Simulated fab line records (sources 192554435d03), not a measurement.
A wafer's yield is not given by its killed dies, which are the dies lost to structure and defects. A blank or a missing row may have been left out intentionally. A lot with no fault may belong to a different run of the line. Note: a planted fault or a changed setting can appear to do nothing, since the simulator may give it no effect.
fab line records	flow n5Finfet
[record] lots = 4	wafers = 12	lastDay = 17
route steps=1938 shown BEOL_M4@1031 PASSIVATION@1936
lots that met no fault: taken from a fault-free run of the same line
startH: hours from the record's opening day to when the first of the lot's shown wafers began	waitH: time in hours since the lot's previous step	" as in the row above	L1.1+2: a row that stands for several wafers	- either no value or no given start	* or withheld: withheld	< > ~ a bound
route shown NAME@n: names a module that has steps shown in the file, with the first one's number in the route	usual: mean/standard deviation taken from wafers without a fault	same: alike in all rows	chamber/n: place in a boat	sites: the reading at each site	_std_site: their standard deviation	_edge_site: mean of outer sites minus mean of inner sites	radiusMm: for every site, how far away it sits from the centre of the wafer	mask NAME#n: copy n	behind: the tool/chamber that last shaped the wafer	hold: the reason the lot was held/the length of the hold in hours/how it ended	device: names the non-switching transistor (n, p or np)	end of line: tests of these same wafers at the route's end	where a step has no rows: the recipe by itself	killed: at the first sort, the dies lost to defects and structure; wafer yield is something else	map: per-die view of a wafer (x killed, . not killed, _ where there is no die)
set.NAME: the run value of the setting; set.NAME@STEP: its run value at that earlier step	model.NAME: the simulator's own value behind a step, which no gauge read
certain route steps with their lots: each step a table, each wafer a row
services: a tool's chamber out of use, with start hour (startH, from the record's first day; less than 0 if before it), hours out, and reason
[[steps]]
[step N5_BEOL_M4_EXPOSE_08]
[recipe] maskId = M4	na = 0.33	sourceShape = dipole	sigmaInner = 0.369	sigmaOuter = 0.767	polarization = unpolarized	doseMj = 41.25
[step N5_BEOL_M4_PEB_09]
[recipe] pebTempC = 100	pebTimeS = 60	resist = CAR-EUV
[step N5_BEOL_M4_DEVELOP_10]
[recipe] developTimeS = 30	developer = TMAH	resist = CAR-EUV	rinseLiquid = surfactantRinse	dry = airSpin	devTempC = 23
[step N5_BEOL_M4_DESCUM_16]
[recipe] chemistry = O2	timeS = 7	sourcePowerW = 50	biasPowerW = 20	pressureMtorr = 20	rfFrequencyHz = 2.712e+07	tempC = 40	resist = CAR-EUV	o2FlowSccm = 225
[step N5_BEOL_M4_ETCH_74]
[recipe] chemistry = N2/H2	target = underlayer	targetDepthA = 65	maskMaterial = CAR-EUV	timeS = 5.2	ionEnergyEv = 200	pressureMtorr = 30	sourceW = 840	biasW = 150	n2FlowSccm = 200	h2FlowSccm = 200	ends = cleared
[step N5_BEOL_M4_ETCH_63]
[recipe] chemistry = CF4	target = SiARC	targetDepthA = 156	maskMaterial = CAR-EUV	timeS = 26	ionEnergyEv = 80	pressureMtorr = 40	sourceW = 545	biasW = 36	Ar_flow_sccm = 100	cf4FlowSccm = 100	ends = cleared
[step N5_BEOL_M4_ETCH_64]
[recipe] chemistry = N2/H2	target = SOC	targetDepthA = 750	overetchA = 225	maskMaterial = SiARC	tempC = 40	timeS = 121.9	ionEnergyEv = 200	pressureMtorr = 30	sourceW = 840	biasW = 150	n2FlowSccm = 200	h2FlowSccm = 200
[step N5_BEOL_M4_STRIP_65]
[recipe] chemistry = N2/H2	tempC = 40	n2FlowSccm = 200	h2FlowSccm = 200	rfFrequencyHz = 6e+07
[step N5_BEOL_M4_STRIP_75]
[recipe] chemistry = N2/H2	tempC = 40	n2FlowSccm = 200	h2FlowSccm = 200	rfFrequencyHz = 6e+07
[step N5_BEOL_M4_STRIP_66]
[recipe] chemistry = CF4	resist = SiARC	powerW = 300	biasPowerW = 75	pressureMtorr = 50	cf4FlowSccm = 150	rfFrequencyHz = 6e+07
[usual] drypumpMotorCurrentA = 5.5/0.49	oesProductAu = 0.80/0.08	rfVppV = 270.9/1.4	showerheadPlenumPTorr = 1.78/0.057	throttleValvePct = 13.53/0.3
lot.wafer	tool	chamber	startH	waitH	drypumpMotorCurrentA	oesProductAu	rfHoursCounterH	rfVppV	showerheadPlenumPTorr	throttleValvePct
L721.1	rieDiel-04	1	171.77	0.0	6.0	0.73	195	273.9	1.85	13.90
L721.3	"	0	"	"	5.0	0.68	256	269.7	1.76	13.92
L721.6	"	2	"	"	5.0	0.95	-	270.2	1.75	13.21
L737.2	rieDiel-04	1	275.14	0.0	6.0	0.69	238	271.9	1.83	14.00
L737.3	"	0	"	"	5.0	0.89	15	270.5	1.76	13.36
L737.4	"	3	"	"	6.2	0.86	38	270.4	1.74	13.19
L738.1	rieDiel-04	1	280.70	0.0	6.0	0.70	241	270.1	1.83	14.01
L738.2	"	0	"	"	4.9	0.89	18	270.3	1.76	13.38
L738.5	"	3	"	"	6.1	0.85	-	269.7	1.74	13.19
L740.2	rieDiel-02	3	295.44	0.0	5.3	0.85	70	272.2	1.87	13.33
L740.3	"	1	"	"	6.4	0.86	43	269.9	1.76	13.07
L740.5	"	1	"	"	6.4	0.87	-	269.5	1.76	13.09
[step N5_BEOL_M4_HM_OPEN_17]
[recipe] chemistry = Cl2/BCl3	targetDepthA = 200	overetchA = 60	target = TiN	maskMaterial = SOC	ionEnergyEv = 150	pressureMtorr = 10	icpW = 1000	biasW = 126	Cl2_flow_sccm = 53.25	bcl3FlowSccm = 21.75	Ar_flow_sccm = 25
[step N5_BEOL_M4_STRIP_19]
[recipe] chemistry = O2	powerW = 400	tempC = 40	pressureMtorr = 30	rfFrequencyHz = 6e+07	biasPowerW = 0	overashFraction = 0.2	o2FlowSccm = 225
[step N5_BEOL_M4_COAT_67]
[recipe] resist = SOC	tempC = 250	timeS = 60	spinRpm = 1500	resistThkNm = 60
[step N5_BEOL_M4_COAT_68]
[recipe] resist = SiARC	tempC = 220	timeS = 60	spinRpm = 1500	resistThkNm = 12
[step N5_BEOL_M4_COAT_76]
[recipe] resist = underlayer	tempC = 205	timeS = 60	spinRpm = 1500	resistThkNm = 5
[step N5_BEOL_M4_COAT_22]
[recipe] resist = CAR-EUV	spinRpm = 1500	resistThkNm = 30
[step N5_BEOL_M4_EBR_24]
[recipe] solvent = PGMEA	ebrWidthMm = 1.5
[step N5_BEOL_M4_SOFTBAKE_23]
[recipe] tempC = 110	timeS = 60	resist = CAR-EUV
[step N5_BEOL_M4_EXPOSE_25]
[recipe] maskId = V3	na = 0.33	sourceShape = quasar	sigmaInner = 0.2	sigmaOuter = 0.8	polarization = unpolarized	defocusNm = 5	doseMj = 63
[step N5_BEOL_M4_PEB_26]
[recipe] pebTempC = 100	pebTimeS = 60	resist = CAR-EUV
[step N5_BEOL_M4_DEVELOP_27]
[recipe] developTimeS = 30	developer = TMAH	resist = CAR-EUV	rinseLiquid = surfactantRinse	dry = airSpin	devTempC = 23
[step N5_BEOL_M4_INSPECT_30]
[recipe] mode = adi	inspectInstrument = brightfield
[usual] rawDefectCount = 426/95
lot.wafer	tool	chamber	startH	waitH	rawDefectCount
L721.1	defectInspect-01	-	172.53	0.1	449
L721.3	"	-	"	"	455
L721.6	"	-	"	"	461
L737.2	defectInspect-02	-	275.89	0.0	1656
L737.3	"	-	"	"	1405
L737.4	"	-	"	"	1393
L738.1	defectInspect-01	-	281.37	0.1	1422
L738.2	"	-	"	"	1389
L738.5	"	-	"	"	1685
L740.2	defectInspect-01	-	296.31	0.1	309
L740.3	"	-	"	"	398
L740.5	"	-	"	"	414
[step N5_BEOL_M4_DESCUM_33]
[recipe] chemistry = O2	timeS = 7	sourcePowerW = 50	biasPowerW = 20	pressureMtorr = 20	rfFrequencyHz = 2.712e+07	tempC = 40	resist = CAR-EUV	o2FlowSccm = 225
[step N5_BEOL_M4_RC_MEAS_101]
[usual] DIBL_N = 35.8/1.5	DIBL_P = 35.9/1.8	IOFF_N = 0.152/0.025	IOFF_P = 0.21/0.031	ION_N = 672/11	ION_P = 462/7.4	SS_N = 71.5/0.52	SS_P = 73.2/0.54	VT_N = 250/3	VT_P = -250/3.3
lot.wafer	tool	chamber	startH	waitH	DIBL_N[mV/V]	DIBL_P[mV/V]	IOFF_N[nA/um]	IOFF_P[nA/um]	ION_N[uA/um]	ION_P[uA/um]	SS_N[mV/dec]	SS_P[mV/dec]	VT_N[mV]	VT_P[mV]
L721.1	prober-01	0	178.53	0.0	35.7	33.7	0.129	0.16	669	461	71.3	72.9	254	-256
L721.3	"	0	"	"	37.3	35.2	0.144	0.18	661	450	70.8	73.3	252	-254
L721.6	"	0	"	"	36.7	33.4	0.127	0.15	661	450	71.7	73.0	255	-257
L737.2	prober-02	0	285.99	0.2	34.3	35.6	0.129	0.20	669	464	71.0	73.1	256	-252
L737.3	"	0	"	"	34.3	36.2	0.141	0.21	676	466	70.4	73.1	252	-253
L737.4	"	0	"	"	36.2	38.6	0.161	0.24	677	468	71.2	73.8	250	-252
L738.1	prober-01	0	289.18	0.0	32.4	33.3	0.116	0.20	660	468	71.5	72.3	253	-248
L738.2	"	0	"	"	34.6	35.6	0.152	0.23	689	477	71.6	72.6	250	-247
L738.5	"	0	"	"	34.5	35.4	0.141	0.22	656	459	71.5	73.0	252	-245
L740.2	prober-01	0	303.50	0.2	34.3	33.5	0.120	0.19	653	455	70.4	72.2	256	-250
L740.3	"	0	"	"	38.3	38.4	0.200	0.28	685	470	71.4	72.8	249	-244
L740.5	"	0	"	"	33.3	32.8	0.114	0.18	656	455	70.2	72.3	252	-251
[step N5_PASSIVATION_PROBE_49]
[usual] defectLimitedYield = 91.7/1.7	killed_at_M0_to_M3 = 34/10	killed_at_M4_up = 13/5.1	killedAtContacts = 12/6.2	killedAtFrontEnd = 36/12	killedAtOther = 3.2/2.6	killedDies = 98/20	killedOpen = 65/13	killedShort = 32/8.4	sort_bin_5_function = 4.8/1.1	sort_bin_6_memory = 3.2/0.74	sortNPass = 1082/20	sortYieldPct = 91.7/1.7
[same] grossDies = 1180	killedAtBackSide = 0	sort_bin_4_leakage[%] = 0	sort_bin_8_speed[%] = 0
lot.wafer	tool	chamber	startH	waitH	defectLimitedYield[%]	killed_at_M0_to_M3	killed_at_M4_up	killedAtContacts	killedAtFrontEnd	killedAtOther	killedDies	killedOpen	killedShort	sort_bin_5_function[%]	sort_bin_6_memory[%]	sortNPass	sortYieldPct[%]
L737.2	prober-02	-	381.95	0.1	78.4	50	156	13	34	2	255	77	34	13.2	4.8	925	78.4
L737.3	prober-02	-	382.00	0.1	82.3	37	141	7	21	3	209	54	27	9.3	4.5	971	82.3
L737.4	prober-02	-	382.05	0.2	81.7	23	156	10	26	1	216	50	24	10.8	3.7	964	81.7
L738.1	prober-02	-	391.97	0.0	79.7	53	161	3	19	3	239	62	27	12.9	4.1	941	79.7
L738.2	prober-02	-	392.02	0.1	83.2	34	137	4	21	2	198	49	24	10.0	3.4	982	83.2
L738.5	prober-02	-	392.17	0.2	81.8	33	154	7	13	8	215	55	27	10.8	4.0	965	81.8
// killed by level:class
L737.2 BEOL_M4:unspecified=143 BEOL_M0_SAQP:geometricParticle:open=19 BEOL_M0_SAQP:geometricParticle:short=12 MOL_CONTACT_COAG:geometricParticle:open=10 BEOL_M2:geometricParticle:open=10 FIN_SAQP:geometricParticle:open=6 STI_FIN_REVEAL:geometricParticle:open=6 FIN_SAQP:geometricParticle:short=5
L737.3 BEOL_M4:unspecified=128 BEOL_M2:geometricParticle:open=10 BEOL_M0_SAQP:geometricParticle:short=9 MOL_CONTACT_COAG:geometricParticle:open=7 BEOL_M0_SAQP:geometricParticle:open=6 BEOL_M4:geometricParticle:short=6 BEOL_M1:geometricParticle:open=5 STI_FIN_REVEAL:geometricParticle:open=4
L737.4 BEOL_M4:unspecified=140 MOL_CONTACT_COAG:geometricParticle:open=8 BEOL_M0_SAQP:geometricParticle:short=6 FIN_SAQP:geometricParticle:short=5 DUMMY_GATE:geometricParticle:open=5 BEOL_M2:geometricParticle:open=5 STI_FIN_REVEAL:geometricParticle:open=4 BEOL_M1:geometricParticle:open=4
L738.1 BEOL_M4:unspecified=148 BEOL_M2:geometricParticle:open=14 BEOL_M0_SAQP:geometricParticle:open=12 BEOL_M0_SAQP:geometricParticle:short=9 BEOL_M1:geometricParticle:open=6 BEOL_M3:geometricParticle:open=5 BEOL_M2:geometricParticle:short=4 BEOL_M7:geometricParticle:open=4
L738.2 BEOL_M4:unspecified=124 BEOL_M0_SAQP:geometricParticle:short=8 BEOL_M1:geometricParticle:open=8 GATE_CUT:geometricParticle:open=6 BEOL_M3:geometricParticle:open=6 BEOL_M0_SAQP:geometricParticle:open=5 BEOL_M7:geometricParticle:open=4 MOL_CONTACT_COAG:geometricParticle:open=3
L738.5 BEOL_M4:unspecified=132 BEOL_M0_SAQP:geometricParticle:short=13 BEOL_M4:geometricParticle:open=12 MOL_CONTACT_COAG:geometricParticle:open=6 BEOL_M0_SAQP:geometricParticle:open=6 FIN_SAQP:geometricParticle:open=4 BEOL_M3:geometricParticle:open=4 PASS1_CAP:geometricParticle:open=4
// map L737.2 (x killed, . not)
_________________x..x........________________
______________x.xx....x......x.._____________
___________..xxxx..xx...x....x.....__________
__________.xxxxxxxx.xx.............._________
________..xxxxxxxxxx.................x_______
_______..xxxxxxxxxxx.x....xx....x......______
______..xxxxxxxxxxxxxxx................._____
_____x..xxxxxxxxxxxxxx.......xx.....x....____
____..x.x.xxxxxxxxxxxx.x..x...........xx.x___
___......xxxxxxxxxxxxx.x........xx.........__
___.x.x.xxxxxxxxxxxxxx.............x......x__
__...xx..xxxxxxxxxxxx......x................_
__....x..xxxx.xxxxxx..................x....x_
_.x........xxx.xx.xx.................x.......
_.......x..x..x.xxxxx...x....................
_.........x...x.x..........x...x.............
_......x....x.....x.x..x...........x.........
_...............x...........x................
_...............................x..x....xx...
_.......x............................x...x...
_...............x.x....x..x..........x.......
__....x...............................x.x..._
__...x....x.........x........x..........x..x_
___...xx...x.x......x.x....................__
___.....xx..x..x...............x......x.x..__
____.......xx..............x.............x___
_____.......x.......x.x.......x..........____
______......x.............x............._____
_______...x..........x..............x..______
________x.......x.....x..........xx..x_______
__________x........x............x..._________
___________......x.................__________
______________.....x............_____________
_________________..x.........________________
// map L738.1 (x killed, . not)
_________________............________________
______________xx..x..x.........x_____________
___________xxxxxxx.xx..x...........__________
__________xxxxxxxxxx..x.......x....x_________
________xx.xxxxxxxxx...........xx....._______
_______.xxxxxxxxxxxxxxx..x............x______
______xxxxxxxxxxxxxxx.x.............x..._____
_____x..xxxxxxxxxxxxxx.xx....xx..........____
____.xx..xxxxxxxxxxxxxxx............x....x___
___.....xxxxxxxxxxxxx.................x....__
___..x..xxxxxxxxxxxxxxxx............x......__
__.......xxxxxxxxxxxx..........x........x..._
__..x.x...xxxxxxxxxx........................_
_.....x..xx.xx..x........x...................
_..............xx............................
_......x.....xx....x.......x.x...............
_.....x..........x..................x........
_.............x............x.........x..x....
_............................................
_........x...x............x.......x..........
_.........................xx..x..............
__.x..x.x......x.x..x...x..................._
__.x.......x.....x.........................x_
___......x.......x................x........__
___...x...x.................x..............__
____x..................x.................x___
_____x...........x.....x.................____
______..x........x..x.....x...xx........_____
_______..x.........x............x......______
________..................x....x......_______
__________.............xx....x......_________
___________..............x.x.......__________
______________.................._____________
_________________............________________
[[services]]
tool	chamber	startH	hours	kind
rieDiel-04	3	163.89	-	clean
rieDiel-04	3	163.89	-	consumableReplace:focusRing
rieDiel-04	3	163.89	13.6	scheduledDown
rieDiel-04	3	163.89	13.6	ventCycle
rieDiel-02	1	166.72	-	clean
rieDiel-02	1	166.72	-	consumableReplace:focusRing
rieDiel-02	1	166.72	15.5	scheduledDown
rieDiel-02	1	166.72	15.5	ventCycle
rieDiel-04	0	177.63	-	clean
rieDiel-04	0	177.63	-	consumableReplace:focusRing
rieDiel-04	0	177.63	29.9	scheduledDown
rieDiel-04	0	177.63	29.9	ventCycle
rieDiel-04	0	244.97	22.3	repair
rieDiel-02	0	267.08	-	clean
rieDiel-02	0	267.08	-	consumableReplace:focusRing
rieDiel-02	0	267.08	-	consumableReplace:showerhead
rieDiel-02	0	267.08	22.5	scheduledDown
rieDiel-02	0	267.08	22.5	ventCycle
rieDiel-02	3	277.74	6.1	repair
[[key]]
[firstSign] step = N5_BEOL_M4_INSPECT_30	reading = rawDefectCount	direction = up	sigmas = 11	usual = 426	struck = 1492
[effect] step = N5_PASSIVATION_PROBE_49	reading = killed_at_M4_up	direction = up	sigmas = 27	usual = 13	struck = 151
[moreKillsBornAt] N5_BEOL_M4_STRIP_66@rieDiel-04 = 815
metAt N5_BEOL_M4_STRIP_66
struckWafers L737.2,L737.3,L737.4,L738.1,L738.2,L738.5
onsetBetween 171.77 275.14
[fault] kind = chamberParticleSource	tool = rieDiel-04	chamber = -	onsetH = 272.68	steps = N5_BEOL_M4_STRIP_66	ratePerVisitCm2 = 1.4967	endH = 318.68
